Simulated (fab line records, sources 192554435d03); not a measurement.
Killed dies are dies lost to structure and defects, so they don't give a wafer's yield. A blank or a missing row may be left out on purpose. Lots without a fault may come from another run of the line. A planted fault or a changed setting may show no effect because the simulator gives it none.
Chamber matching | flow n5_finfet | N5_DUMMY_GATE_ETCH_29 on rie_diel-06: 4 sister chambers
The step etches underlayer in N2/H2, target depth 13 nm. 4 wafers are shown with their chamber, then 8 later ones without.

WAFERS WITH THEIR CHAMBER
wafer  | chamber | showerhead_plenum_p_Torr (Torr)
L085.6 | 0       | 2.62
L087.2 | 1       | 2.62
L087.3 | 3       | 2.47
L088.4 | 2       | 2.65

WAFERS WITHOUT THEIR CHAMBER
wafer  | showerhead_plenum_p_Torr (Torr)
L088.5 | 2.65
L088.6 | 2.62
L095.2 | 2.61
L095.3 | 2.64
L095.5 | 2.64
L096.2 | 2.61
L096.5 | 2.61
L096.6 | 2.61

WHICH CHAMBER EACH WENT THROUGH
wafer  | from the rows above          | in truth
L088.5 | 2                            | 2
L088.6 | can't be placed: 0 or 1      | 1
L095.2 | can't be placed: 0 or 1      | 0
L095.3 | can't be placed: 2 or 0 or 1 | 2
L095.5 | can't be placed: 2 or 0 or 1 | 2
L096.2 | can't be placed: 0 or 1      | 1
L096.5 | can't be placed: 0 or 1      | 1
L096.6 | can't be placed: 0 or 1      | 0
Placed correctly: 1 of 8. Can't be placed from these rows: 7 (the true chamber is among the candidates in 7). Placed wrongly: 0.
How it was worked out, from the rows above alone: a wafer's distance from a chamber is the root of the sum, over the readings, of the square of ((its reading less the chamber's mean) divided by the reading's scatter). The wafer belongs to the nearest chamber; if the next one is less than 2 further off, it can't be placed. A chamber's mean is the mean of its shown wafers. The scatter: with one shown wafer a chamber, the root of the mean of the squares of how far each hidden wafer lies from its nearest shown one.
